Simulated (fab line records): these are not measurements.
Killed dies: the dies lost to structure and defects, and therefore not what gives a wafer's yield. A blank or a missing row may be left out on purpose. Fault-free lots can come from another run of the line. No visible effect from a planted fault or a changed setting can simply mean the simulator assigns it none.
Chamber matching + flow nand-harc + NHARC_P_ZERO_WELL_DESCUM_54 on rie-diel-04: 4 sister chambers
The step chemistry O2, time 3 s. 14 wafers are shown with their chamber, then 7 later ones without.

## WAFERS, EACH WITH ITS CHAMBER
| wafer  | chamber | showerhead-plenum-p-Torr (Torr) | rf-vpp-V (V) | throttle-valve-pct (%) |
|--------|---------|---------------------------------|--------------|------------------------|
| L077.4 | 1       | 1.99                            | 57.3         | 11.314                 |
| L077.5 | 2       | 1.98                            | 57.2         | 11.295                 |
| L077.6 | 1       | 1.99                            | 56.3         | 11.307                 |
| L082.3 | 1       | 1.99                            | 57.6         | 11.314                 |
| L082.4 | 2       | 1.97                            | 57.8         | 11.289                 |
| L082.5 | 3       | 1.78                            | 56.5         | 11.318                 |
| L086.2 | 0       | 1.90                            | 58.7         | 11.324                 |
| L086.5 | 1       | 1.98                            | 57.2         | 11.304                 |
| L086.6 | 0       | 1.90                            | 59.0         | 11.319                 |
| L087.1 | 2       | 1.97                            | 57.8         | 11.319                 |
| L087.2 | 0       | 1.90                            | 57.8         | 11.300                 |
| L087.6 | 2       | 1.97                            | 57.7         | 11.313                 |
| L092.2 | 2       | 1.96                            | 56.7         | 11.308                 |
| L092.4 | 0       | 1.90                            | 57.6         | 11.312                 |

SIGNATURES, as means of the wafers listed above
| reading                  | chamber 0 | chamber 1 | chamber 2 | chamber 3 | scatter within a chamber |
|--------------------------|-----------|-----------|-----------|-----------|--------------------------|
| showerhead-plenum-p-Torr | 1.9000    | 1.9875    | 1.9700    | 1.7800    | 0.00524                  |
| rf-vpp-V                 | 58.275    | 57.100    | 57.440    | 56.500    | 0.571                    |
| throttle-valve-pct       | 11.31375  | 11.30975  | 11.30480  | 11.31800  | 0.0101                   |
Rule: for a wafer and a chamber, the distance is found by dividing, reading by reading, the gap between the wafer's reading and the chamber's mean by the reading's scatter, squaring, summing and taking the root. If the next closest chamber is less than 2 further off than the closest, the wafer can't be placed; otherwise it belongs to the closest. The scatter: the root of (the sum of the squares of (reading less its chamber's mean) over the shown wafers, divided by (wafers less chambers)).

## WAFERS WITHOUT THEIR CHAMBER
| wafer  | showerhead-plenum-p-Torr (Torr) | rf-vpp-V (V) | throttle-valve-pct (%) |
|--------|---------------------------------|--------------|------------------------|
| L092.6 | 1.78                            | 58.0         | 11.299                 |
| L093.1 | 1.78                            | 57.3         | 11.312                 |
| L093.2 | 1.90                            | 58.0         | 11.305                 |
| L093.5 | 1.90                            | 58.3         | 11.309                 |
| L097.2 | 1.97                            | 58.3         | 11.312                 |
| L097.4 | 1.89                            | 57.2         | 11.302                 |
| L097.6 | 1.77                            | 58.2         | 11.301                 |

## WHICH CHAMBER EACH ONE RAN IN
| wafer  | from the rows above | in truth                   |
|--------|---------------------|----------------------------|
| L092.6 | 3                   | 3                          |
| L093.1 | 3                   | 3                          |
| L093.2 | 0                   | 0                          |
| L093.5 | 0                   | 0                          |
| L097.2 | 2                   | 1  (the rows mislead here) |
| L097.4 | 0                   | 0                          |
| L097.6 | 3                   | 3                          |
Correct placement for 6 of the 7. Not placeable from these rows: 0. 1 placed wrongly.
